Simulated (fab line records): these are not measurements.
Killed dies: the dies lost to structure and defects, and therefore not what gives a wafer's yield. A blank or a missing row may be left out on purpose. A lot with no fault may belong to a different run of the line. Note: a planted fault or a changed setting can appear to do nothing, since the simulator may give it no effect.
Split-lot trial    flow n5-finfet    39 wafers read across 7 lots, on a route 1938 steps long

== ABOUT THE SPLIT ==
At N5_HKMG_FIN_HK_ALD_01 (deposits HfO2, target thk 1.6 nm, pulse time 3 s, purge time 3 s), the setting ald-cycles was moved away from the recipe's 30 on 12 of the 39 wafers read, by -50.0% to +23.3%. This setting was run at the recipe's value on the other wafers.

== FROM THE SPLIT TO THE READING: what the file shows between them, 4 steps ==
- N5_HKMG_FIN_HK_ANNEAL_02: time 30 s
- N5_HKMG_FIN_ALD_74: deposits La2O3, target thk 0.5 nm, pulse time 6 s, co reactant pulse time 1 s
- N5_HKMG_FIN_WET_ETCH_82: etches La2O3 in dHCl, stops on HfO2, target depth 2 nm, rinse time 30 s
- N5_HKMG_FIN_ALD_36: deposits TiN, target thk 1 nm, pulse time 1 s, purge time 3 s

== THE READING ==
HK_THK, in nm, at N5_HKMG_FIN_THK_MEAS_70 (measures by xrf). Typical for fault-free wafers on this fab line: 1.613 nm, with standard deviation 0.019 nm.

wafer   tool, chamber at the split  ald-cycles as run  against the recipe  HK_THK, nm  against lot-mates on the recipe
L074.1  ald-hk-02, 3,0,1,2,1,0      30                 recipe              1.622       -
L074.2  ald-hk-02, 3,0,1,2,1,0      30                 recipe              1.617       -
L074.3  ald-hk-02, 3,0,1,2,1,0      30                 recipe              1.568       -
L074.4  ald-hk-02, 3,0,1,2,1,0      30                 recipe              1.593       -
L074.5  ald-hk-02, 3,0,1,2,1,0      30                 recipe              1.610       -
L074.6  ald-hk-02, 3,0,1,2,1,0      30                 recipe              1.614       -
L076.1  ald-hk-02, 0,1,3            22                 -26.7%              1.157       -0.468
L076.2  ald-hk-02, 0,1,3            22                 -26.7%              1.209       -0.416
L076.3  ald-hk-02, 2,3,0            30                 recipe              1.620       -
L076.4  ald-hk-02, 2,3,0            30                 recipe              1.630       -
L076.5  ald-hk-02, 2,3,0            30                 recipe              1.625       -
L076.6  ald-hk-02, 0,1,3            22                 -26.7%              1.166       -0.459
L083.1  ald-hk-02, 0,2,3,1,0,3      30                 recipe              1.605       -
L083.2  ald-hk-02, 0,2,3,1,0,3      30                 recipe              1.633       -
L083.3  ald-hk-02, 0,2,3,1,0,3      30                 recipe              1.614       -
L083.4  ald-hk-02, 0,2,3,1,0,3      30                 recipe              1.580       -
L083.5  ald-hk-02, 0,2,3,1,0,3      30                 recipe              1.609       -
L083.6  ald-hk-02, 0,2,3,1,0,3      30                 recipe              1.572       -
L087.1  ald-hk-03, 3                17                 -43.3%              0.907       -0.701
L087.2  ald-hk-03, 0,1              17                 -43.3%              0.928       -0.680
L087.3  ald-hk-03, 2,2,1            30                 recipe              1.606       -
L087.4  ald-hk-03, 0,1              17                 -43.3%              0.935       -0.673
L087.5  ald-hk-03, 2,2,1            30                 recipe              1.611       -
L087.6  ald-hk-03, 2,2,1            30                 recipe              1.606       -
L088.1  ald-hk-02, 2,0,1            30                 recipe              1.612       -
L088.4  ald-hk-02, 2,0,1            30                 recipe              1.623       -
L088.6  ald-hk-02, 2,0,1            30                 recipe              1.624       -
L093.1  ald-hk-01, 3,2,3            15                 -50.0%              0.802       -0.814
L093.2  ald-hk-01, 1,0,2            30                 recipe              1.620       -
L093.3  ald-hk-01, 3,2,3            15                 -50.0%              0.810       -0.806
L093.4  ald-hk-01, 1,0,2            30                 recipe              1.616       -
L093.5  ald-hk-01, 3,2,3            15                 -50.0%              0.793       -0.823
L093.6  ald-hk-01, 1,0,2            30                 recipe              1.612       -
L097.1  ald-hk-03, 2,0,1            37                 +23.3%              1.982       +0.378
L097.2  ald-hk-03, 0,1,3            30                 recipe              1.625       -
L097.3  ald-hk-03, 0,1,3            30                 recipe              1.598       -
L097.4  ald-hk-03, 0,1,3            30                 recipe              1.589       -
L097.5  ald-hk-03, 2,0,1            37                 +23.3%              2.005       +0.401
L097.6  ald-hk-03, 2,0,1            37                 +23.3%              1.999       +0.395
If several chambers appear in one row, that row covers several wafers at once and the file leaves open which wafer was in which chamber.

FIT RESULTS
A straight line over all 39 wafers: HK_THK changes by +0.0161 nm for each +1% of ald-cycles; r = +1.00; the points scatter about the line by 0.017 nm.
The same after taking each lot's own level away (the mean of its wafers on the recipe; 39 wafers): +0.0163 nm for each +1%; r = +1.00; scatter 0.017 nm.
That fit puts the effect of the largest move of ald-cycles on the reading at 0.81 nm.
The lots' own levels span 1.6022 to 1.6250 nm, that is 1.2 times the standard deviation above.
Hence the lot-to-lot level has little effect on the slope; both slopes agree.
Check: for one of the wafers moved furthest among these (-50.0%), held out of the fit, the line's prediction against its lot-mates is -0.811 nm. It came out at -0.814 nm against them.

== THE OTHER SPLITS THESE WAFERS WENT THROUGH ==
Before the reading, these wafers also passed through other splits. Each is held against what the fit with the lots' levels taken away leaves over:
other split on the same wafers           wafers away from the commonest value  r with HK_THK (lot level and that fit taken away)
N5_FIN_SAQP_SPACER2_ALD_28 target-thk-a  12                                    -0.21

== THE WHOLE CHAIN: every reading that the file lists as answering this split, in the file's order ==
step                     what it does                                                      reading                                                                             change (the file's fit)                 r (the file's)
N5_HKMG_FIN_HK_ALD_01    deposits HfO2, target thk 1.6 nm, pulse time 3 s, purge time 3 s  HfO2_of_HKMG_FIN_HK_ALD_01.thk-nm (the simulator's own value, which no gauge read)  +0.0158 nm for each +1% of the setting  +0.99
N5_HKMG_FIN_THK_MEAS_70  measures by xrf                                                   HK_THK                                                                              +0.0162 for each +1% of the setting     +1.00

== THE FILE'S OWN FIT ==
HK_THK changes by +0.0162 nm for each +1% of ald-cycles, r = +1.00.
